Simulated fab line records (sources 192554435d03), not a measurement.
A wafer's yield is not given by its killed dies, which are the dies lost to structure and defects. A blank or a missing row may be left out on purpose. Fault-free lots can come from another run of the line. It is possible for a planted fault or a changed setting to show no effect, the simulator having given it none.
Chamber matching    flow n5_finfet    4 sister chambers for N5_BEOL_M3_STRIP_19 on rie_diel-03
The step strips in O2. 4 wafers are shown with their chamber, then 9 later ones without.

== EACH WAFER AND ITS CHAMBER ==
wafer   chamber  throttle_valve_pct (%)
L082.6  0        17.19
L084.2  2        16.67
L084.4  1        16.48
L084.6  3        16.71

== WAFERS WHOSE CHAMBER IS MISSING ==
wafer   throttle_valve_pct (%)
L089.4  16.66
L089.5  16.47
L089.6  16.73
L091.1  16.67
L091.3  17.21
L091.6  16.73
L096.3  17.24
L096.4  16.52
L096.6  17.25

== WHICH CHAMBER EACH WENT THROUGH ==
wafer   from the rows above      in truth
L089.4  can't be placed: 2 or 3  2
L089.5  1                        1
L089.6  can't be placed: 3 or 2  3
L091.1  can't be placed: 2 or 3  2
L091.3  0                        0
L091.6  can't be placed: 3 or 2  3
L096.3  0                        0
L096.4  1                        1
L096.6  0                        0
Correctly placed: 5 of 9. Can't be placed from these rows: 4 (the true chamber is among the candidates in 4). Placed wrongly: 0.
How it was worked out, from the rows above alone: a wafer's distance from a chamber is the root of the sum, over the readings, of the square of ((its reading less the chamber's mean) divided by the reading's scatter). If the next closest chamber is less than 2 further off than the closest, the wafer can't be placed; otherwise it belongs to the closest. A chamber's mean is the mean of its shown wafers. The scatter: with one shown wafer a chamber, the root of the mean of the squares of how far each hidden wafer lies from its nearest shown one.
